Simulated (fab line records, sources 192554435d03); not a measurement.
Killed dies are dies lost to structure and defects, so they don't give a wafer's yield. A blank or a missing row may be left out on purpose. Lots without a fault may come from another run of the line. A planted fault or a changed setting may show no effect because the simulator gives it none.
A struck lot beside a sound one | flow n5_finfet | 15 steps out of a route of 1938
Sound: wafers L339.2, L339.3, L339.4. Struck: wafers L344.1, L344.2, L344.3. The cause comes at the end.
At each step with rows: each side's tool, then ch and its chambers, then its first start. Under that, the readings that differ: sound wafers | struck wafers | difference of the means | sigmas: that difference in standard deviations of wafers without a fault.
alike: readings whose means differ by less than 2 such deviations, and words and numbers that are the same on both sides. not compared: withheld readings, readings that some wafer has no value for, bounds like >300 that may hide the same value, and numbers for which the record gives no deviation and whose values overlap.
The two part at a step that has a row with sigmas, a row that says differs or no value, or rows on one side only. Numbers that don't overlap but have no deviation are shown without sigmas and don't part them. A reading that every wafer of one side lacks parts them only if that side has two wafers or more.

N5_MOL_CONTACT_COAG_INSPECT_57: inspects for defects (brightfield).
  sound on defect_inspect-01, day 7 02:44; struck on defect_inspect-01, day 8 11:11
  reading          | sound       | struck      | difference | sigmas
  raw_defect_count | 303 250 281 | 128 193 170 | -114       | -2
N5_MOL_CONTACT_COAG_DESCUM_88: chemistry O2, time 7 s.
  sound on rie_diel-03 ch 0,1,2, day 7 02:46; struck on rie_diel-04 ch 0,2,3, day 8 11:29
  alike: drypump_motor_current_A, oes_product_au, rf_vpp_V, showerhead_plenum_p_Torr, throttle_valve_pct
  not compared: rf_hours_counter_h
N5_MOL_CONTACT_COAG_ETCH_89: etches underlayer in N2/H2, target depth 13 nm, time 10.4 s.
  sound on rie_diel-03 ch 0,1,2, day 7 02:48; struck on rie_diel-04 ch 0,2,3, day 8 11:31
  alike: drypump_motor_current_A, etch_rf_on_time_s, h2_flow_sccm, oes_product_au, rf_vpp_V, showerhead_plenum_p_Torr, throttle_valve_pct
  not compared: rf_hours_counter_h
then, 2 steps without rows for these wafers: N5_MOL_CONTACT_COAG_ETCH_90 (etches SiARC in CF4, target depth 13 nm, time 21.7 s); N5_MOL_CONTACT_COAG_ALD_131 (deposits SiO2, target thk 5 nm, pulse time 1 s, co reactant pulse time 1 s).
N5_MOL_CONTACT_COAG_ETCHBACK_132: etches SiO2 in CHF3, target depth 10 nm, time 6.7 s.
  sound on rie_diel-01 ch 0,1,3, day 7 03:16; struck on rie_diel-03 ch 1,2, day 8 12:07
  alike: drypump_motor_current_A, oes_product_au, rf_vpp_V, showerhead_plenum_p_Torr, throttle_valve_pct
  not compared: rf_hours_counter_h
then, 3 steps without rows for these wafers: N5_MOL_CONTACT_COAG_ETCH_91 (etches SOC in N2/H2, target depth 60 nm, overetch 21 nm, time 101.2 s); N5_MOL_CONTACT_COAG_STRIP_92 (strips in N2/H2); N5_MOL_CONTACT_COAG_STRIP_93 (strips in N2/H2).
N5_MOL_CONTACT_COAG_ETCHBACK_135: etches SiO2 in CHF3, target depth 25 nm, time 16.7 s.
  sound on rie_diel-01 ch 0,1,3, day 7 03:23; struck on rie_diel-03 ch 1,2, day 8 12:19
  alike: drypump_motor_current_A, oes_product_au, rf_vpp_V, showerhead_plenum_p_Torr, throttle_valve_pct
  not compared: rf_hours_counter_h
then, 1 step without rows for these wafers: N5_MOL_CONTACT_COAG_STRIP_118 (strips in CHF3).
N5_MOL_CONTACT_COAG_VIA_ETCH_46: etches SiO2 in C4F6/O2, target depth 46 nm, overetch 9.2 nm, time 40 s.
  sound on rie_diel-01 ch 0,1,3, day 7 03:25; struck on rie_diel-03 ch 1,2, day 8 12:22
  alike: O2_flow_sccm, drypump_motor_current_A, oes_product_au, rf_vpp_V, showerhead_plenum_p_Torr, throttle_valve_pct
  not compared: rf_hours_counter_h
N5_MOL_CONTACT_COAG_STRIP_96: strips in N2/H2.
  sound on rie_diel-01 ch 0,1,3, day 7 03:29; struck on rie_diel-03 ch 1,2, day 8 12:28
  reading     | sound             | struck            | difference | sigmas
  power_w (W) | 502.0 500.2 499.9 | 430.9 431.8 431.7 | -69.2      | -46
  alike: drypump_motor_current_A, h2_flow_sccm, oes_product_au, rf_vpp_V, showerhead_plenum_p_Torr, throttle_valve_pct
  not compared: rf_hours_counter_h
then, 1 step without rows for these wafers: N5_MOL_CONTACT_COAG_ETCH_47 (etches SiNx in CH3F/O2, stops on W, target depth 27 nm).
-- the record jumps here: 8 days lie between the struck wafers' starts before and after (it left off in module MOL_CONTACT_COAG and takes up again in module PASSIVATION, whose first step shown is number 1936 of the route) --
N5_PASSIVATION_PROBE_49:
  sound on prober-02, day 16 03:07; struck on prober-01, day 16 22:32
  reading         | sound  | struck | difference | sigmas
  killed_at_other | 14 8 7 | 1 1 0  | -9         | -3
  alike: killed_at_M0_to_M3, killed_at_M4_up, killed_at_contacts, killed_at_front_end, killed_dies, killed_on_rim, killed_open, killed_short

WHERE THEY PART
First at N5_MOL_CONTACT_COAG_INSPECT_57; last, within this record, at N5_PASSIVATION_PROBE_49.

WHY: what the simulator had put in
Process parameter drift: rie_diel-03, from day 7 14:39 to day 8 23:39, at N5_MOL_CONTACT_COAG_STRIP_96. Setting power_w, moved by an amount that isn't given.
